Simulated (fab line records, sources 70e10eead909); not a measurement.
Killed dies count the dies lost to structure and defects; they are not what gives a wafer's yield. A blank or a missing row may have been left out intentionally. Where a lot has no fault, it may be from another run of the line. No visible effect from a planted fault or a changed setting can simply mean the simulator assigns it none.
Chamber matching | flow nand-harc | NHARC_P_GATE_DESCUM_93 on rie-diel-03: 4 sister chambers
The step chemistry O2, time 3 s. 4 wafers are shown with their chamber, then 11 later ones without.

EACH WAFER AND ITS CHAMBER
wafer  | chamber | drypump-motor-current-A (A)
L082.5 | 3       | 4.9
L087.2 | 1       | 6.1
L087.6 | 0       | 5.7
L088.1 | 2       | 5.2

WAFERS WHOSE CHAMBER IS MISSING
wafer  | drypump-motor-current-A (A)
L088.4 | 5.7
L088.5 | 5.0
L094.1 | 5.0
L094.4 | 5.7
L094.5 | 5.0
L095.2 | 6.1
L095.4 | 5.2
L095.5 | 6.1
L096.2 | 6.1
L096.4 | 5.7
L096.6 | 5.2

WHICH CHAMBER EACH WENT THROUGH
wafer  | from the rows above     | in truth
L088.4 | 0                       | 0
L088.5 | can't be placed: 3 or 2 | 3
L094.1 | can't be placed: 3 or 2 | 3
L094.4 | 0                       | 0
L094.5 | can't be placed: 3 or 2 | 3
L095.2 | 1                       | 1
L095.4 | 2                       | 2
L095.5 | 1                       | 1
L096.2 | 1                       | 1
L096.4 | 0                       | 0
L096.6 | 2                       | 2
Correct placement for 8 of the 11. Unplaceable from these rows: 3, with the true chamber sitting among the candidates in 3. Wrongly placed: 0.
How it was worked out, from the rows above alone: a wafer's distance from a chamber is the root of the sum, over the readings, of the square of ((its reading less the chamber's mean) divided by the reading's scatter). If the next closest chamber is less than 2 further off than the closest, the wafer can't be placed; otherwise it belongs to the closest. The mean given for a chamber averages the wafers shown for that chamber. The scatter (one wafer shown for each chamber): square how far every hidden wafer sits from the nearest shown wafer, average those squares and take the square root.
